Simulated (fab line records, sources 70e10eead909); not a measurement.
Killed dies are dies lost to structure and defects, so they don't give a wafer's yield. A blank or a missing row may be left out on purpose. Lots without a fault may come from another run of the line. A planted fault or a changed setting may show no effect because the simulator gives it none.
Which tool did it? | flow nand_harc | 6 lots, 18 wafers sampled, at 5 steps of a route of 1302

WHAT THE GAUGES READ, wafer by wafer
NHARC_END_SORT_01.
lot  | measured     | on        | killed_dies
L736 | day 27 03:20 | prober-02 | 40 66 42
L739 | day 28 11:32 | prober-02 | 51 45 48
L741 | day 28 20:07 | prober-01 | 677 677 677
L744 | day 29 07:43 | prober-02 | 677 677 677
L750 | day 33 02:43 | prober-01 | 45 39 45
L752 | day 33 15:07 | prober-02 | 56 57 68

WHICH TOOL RAN EACH LOT (tool, then ch and the chambers of the sampled wafers, then the start)
lot  | NHARC_A_STAIRCASE_DESCUM_443       | NHARC_A_STAIRCASE_CMP_450     | NHARC_A_STAIRCASE_CMP_152     | NHARC_A_STAIRCASE_ETCHBACK_157
L736 | rie_diel-02 ch 0,3, day 21 15:32   | cmp-01 ch 0,2,3, day 21 22:28 | cmp-01 ch 0,2,3, day 21 22:32 | rie_diel-10 ch 1,3, day 21 23:23
L739 | rie_diel-02 ch 1,2,3, day 22 22:07 | cmp-04 ch 0,2,3, day 23 03:34 | cmp-04 ch 0,2,3, day 23 03:38 | rie_diel-13 ch 1,2,3, day 23 04:28
L741 | rie_diel-02 ch 0,1,2, day 23 11:50 | cmp-04 ch 0,3, day 23 17:10   | cmp-04 ch 0,3, day 23 17:14   | rie_diel-13 ch 0,3, day 23 18:15
L744 | rie_diel-02 ch 1,3, day 23 16:22   | cmp-01 ch 1,3, day 23 21:36   | cmp-01 ch 1,3, day 23 21:40   | rie_diel-13 ch 1,2, day 23 22:32
L750 | rie_diel-02 ch 0,1,2, day 27 00:28 | cmp-01 ch 0,1,2, day 27 05:59 | cmp-01 ch 0,1,2, day 27 06:04 | rie_diel-13 ch 0,3, day 27 06:52
L752 | rie_diel-10 ch 0,1,3, day 28 00:41 | cmp-02 ch 0,2,3, day 28 06:01 | cmp-02 ch 0,2,3, day 28 06:05 | rie_diel-02 ch 1,2,3, day 28 06:59
- NHARC_A_STAIRCASE_DESCUM_443: chemistry O2, time 3 s.
- NHARC_A_STAIRCASE_CMP_450: polishes SiO2, target thk 200 nm.
- NHARC_A_STAIRCASE_CMP_152: polishes.
- NHARC_A_STAIRCASE_ETCHBACK_157: etches the open film in CH3F/O2, target depth 90 nm, time 167.14 s.

THE ANSWER, worked out from the rows above alone
Rule: what is usual is taken from the lots themselves. Put in order of their means at a reading, lots are off if they are a third of the lots or fewer, leave a main group of 4 or more, and stand apart from it by a gap of 3 or more times the standard deviation of the main group's means; of several such gaps the widest counts. A main group whose means are all the same, to the digits that the tables above print for the reading, isn't used. A lot without any number at a reading at which 4 lots or more have one is off too. The other lots that the step has rows for count as sound.
Off: L741, L744, at NHARC_END_SORT_01 (killed_dies). The main group: mean 50, standard deviation 6.3.
A tool fits if, at a process step before that reading, it ran every lot that is off, and no sound lot after the first of them. The gauges at NHARC_END_SORT_01 are tried like those tools. None of those tried fits.

WHAT THE SIMULATOR HAD PUT IN
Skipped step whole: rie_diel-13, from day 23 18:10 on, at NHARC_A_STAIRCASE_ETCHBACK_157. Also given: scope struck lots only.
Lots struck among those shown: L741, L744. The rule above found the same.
